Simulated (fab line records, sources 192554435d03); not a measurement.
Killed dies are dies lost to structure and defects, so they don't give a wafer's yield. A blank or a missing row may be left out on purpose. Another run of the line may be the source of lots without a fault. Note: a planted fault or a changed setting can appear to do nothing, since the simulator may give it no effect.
The same fault as seen by 2 desks + flow n5-finfet + every desk sees just its own numbers, and what lay behind them comes last

AT THE METROLOGY DESK
Means of the sampled wafers that have a number, per lot and without regard to the tool the lot ran on: this is what the gauges read. The brackets show how far a lot's mean lies from the usual mean; more than 4 standard deviations puts the lot out of limits, marked OUT.
Columns: A = M10_RS at N5_BEOL_M10_RS_MEAS_57, usual 0.153 ohm/sq
| lot  | first seen here | A     |
|------|-----------------|-------|
| L311 | day 11 09:56    | 0.155 |
| L312 | day 11 14:06    | 0.153 |
| L316 | day 12 06:33    | 0.148 |
| L315 | day 12 07:33    | 0.153 |
| L317 | day 12 12:03    | 0.152 |
| L320 | day 13 15:50    | 0.156 |
| L322 | day 14 01:02    | 0.156 |
| L321 | day 14 01:17    | 0.153 |
| L324 | day 14 18:28    | 0.155 |
| L327 | day 15 17:26    | 0.149 |
| L329 | day 16 03:53    | 0.154 |
| L331 | day 16 04:53    | 0.150 |
| L330 | day 16 05:50    | 0.150 |
This desk found nothing out of limits on any of the 13 lots.

AT THE TOOL OWNER'S DESK: litho-track-03
The tool's own readings at N5_BEOL_M11_COAT_05 (resist thk 90 nm): means of the sampled wafers that have a number, for each lot that ran on this tool. The brackets show how far a lot's mean lies from the usual mean; more than 4 standard deviations puts the lot out of limits, marked OUT.
Columns: A = chill-plate-temp-C at N5_BEOL_M11_COAT_05, usual 22.98 C; B = spin-speed-rpm at N5_BEOL_M11_COAT_05, usual 1500.0 rpm
| lot  | first seen here | A     | B                        |
|------|-----------------|-------|--------------------------|
| L312 | day 11 15:34    | 23.00 | 1500.0                   |
| L316 | day 12 09:40    | 22.92 | 1498.5                   |
| L315 | day 12 09:46    | 23.00 | 1498.9                   |
| L317 | day 12 14:34    | 22.98 | 1365.5 (-99 or more) OUT |
| L320 | day 13 18:42    | 23.07 | 1366.6 (-99 or more) OUT |
Finding of this desk: L317, L320 out of limits; the first was L317 at day 12 14:34, on spin-speed-rpm at N5_BEOL_M11_COAT_05. Within limits: L312, L316, L315.

PUT TOGETHER
An alarm could have come from the tool owner's desk at day 12 14:34, on L317, L320.
The metrology desk saw nothing out of limits.
The metrology desk has L317, L320 on record, within its limits.
Of the lots named, all ran N5_BEOL_M11_COAT_05 on litho-track-03.

WHAT WAS PUT IN BY THE SIMULATOR
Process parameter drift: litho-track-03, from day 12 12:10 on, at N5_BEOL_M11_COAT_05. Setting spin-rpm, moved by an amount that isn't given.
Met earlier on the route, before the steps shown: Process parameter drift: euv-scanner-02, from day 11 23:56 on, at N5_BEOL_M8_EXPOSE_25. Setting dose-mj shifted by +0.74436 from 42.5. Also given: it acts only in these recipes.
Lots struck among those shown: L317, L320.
How many hours passed from the start of the fault until each desk's first out-of-limits reading: the tool owner's desk, 2.
